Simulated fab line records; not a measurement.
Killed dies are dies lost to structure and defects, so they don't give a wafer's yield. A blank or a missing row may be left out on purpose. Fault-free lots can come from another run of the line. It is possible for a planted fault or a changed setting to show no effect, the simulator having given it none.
Matching of chambers ; flow nand harc ; 4 sister chambers for NHARC_A_CONTACT_DESCUM_47 on rie diel-12
The step chemistry O2, time 3 s. 30 wafers are shown with their chamber, then 12 later ones without.

WAFERS PAIRED WITH THEIR CHAMBERS
wafer;chamber;showerhead plenum p Torr (Torr);drypump motor current A (A);oes product au (a.u.)
L074.3;0;1.90;5.5;1.010
L074.4;1;2.01;4.7;1.013
L074.5;3;1.83;6.2;1.011
L075.1;0;1.90;5.5;1.017
L075.4;1;2.01;4.7;1.012
L075.5;2;1.87;5.1;1.028
L077.1;2;1.87;5.1;1.026
L077.2;3;1.82;6.1;1.010
L077.6;3;1.82;6.2;1.010
L081.4;0;1.90;5.5;0.998
L081.5;2;1.87;5.2;1.015
L081.6;3;1.82;6.2;1.005
L083.2;3;1.82;6.2;1.005
L083.3;0;1.90;5.5;0.995
L083.5;1;2.01;4.7;0.998
L085.1;1;2.01;4.7;0.998
L085.2;0;1.90;5.5;0.995
L085.4;2;1.87;5.2;1.007
L086.1;2;1.87;5.2;1.012
L086.2;1;2.00;4.7;0.997
L086.4;0;1.90;5.5;0.998
L089.1;0;1.90;5.5;0.981
L089.3;1;2.00;4.7;0.986
L089.4;3;1.82;6.2;0.982
L092.3;0;1.90;5.5;0.994
L092.4;1;2.00;4.7;0.994
L092.6;1;2.00;4.7;0.993
L091.2;2;1.87;5.2;1.006
L091.3;3;1.82;6.1;0.997
L091.4;0;1.90;5.5;0.989

SIGNATURES, as means of the wafers listed above
reading;chamber 0;chamber 1;chamber 2;chamber 3;scatter within a chamber
showerhead plenum p Torr;1.9000;2.0050;1.8700;1.8214;0.00331
drypump motor current A;5.500;4.700;5.167;6.171;0.0326
oes product au;0.99744;0.99887;1.01567;1.00286;0.00999
Rule: a wafer's distance from a chamber is the root of the sum, over the readings, of the square of ((its reading less the chamber's mean) divided by the reading's scatter). The wafer belongs to the nearest chamber; if the next one is less than 2 further off, it can't be placed. How the scatter is found: for the shown wafers, subtract from each reading the mean of its chamber, square and add these, divide the total by (wafers less chambers), then take the root.

WAFERS WHOSE CHAMBER IS MISSING
wafer;showerhead plenum p Torr (Torr);drypump motor current A (A);oes product au (a.u.)
L094.2;1.82;6.2;0.995
L094.3;2.00;4.7;1.000
L094.4;1.87;5.1;0.993
L093.1;1.90;5.5;0.987
L093.3;1.82;6.3;0.989
L093.6;1.90;5.5;0.993
L095.1;1.90;5.5;0.985
L095.2;2.00;4.7;0.997
L095.4;1.86;5.2;1.005
L096.1;1.82;6.2;0.984
L096.3;1.86;5.2;1.010
L096.5;2.00;4.7;0.990

THE CHAMBER EACH PASSED THROUGH
wafer;from the rows above;in truth
L094.2;3;3
L094.3;1;1
L094.4;2;2
L093.1;0;0
L093.3;3;3
L093.6;0;0
L095.1;0;0
L095.2;1;1
L095.4;2;2
L096.1;3;3
L096.3;2;2
L096.5;1;1
Correct placement for 12 of the 12. Number that these rows cannot place: 0. Number placed wrongly: 0.
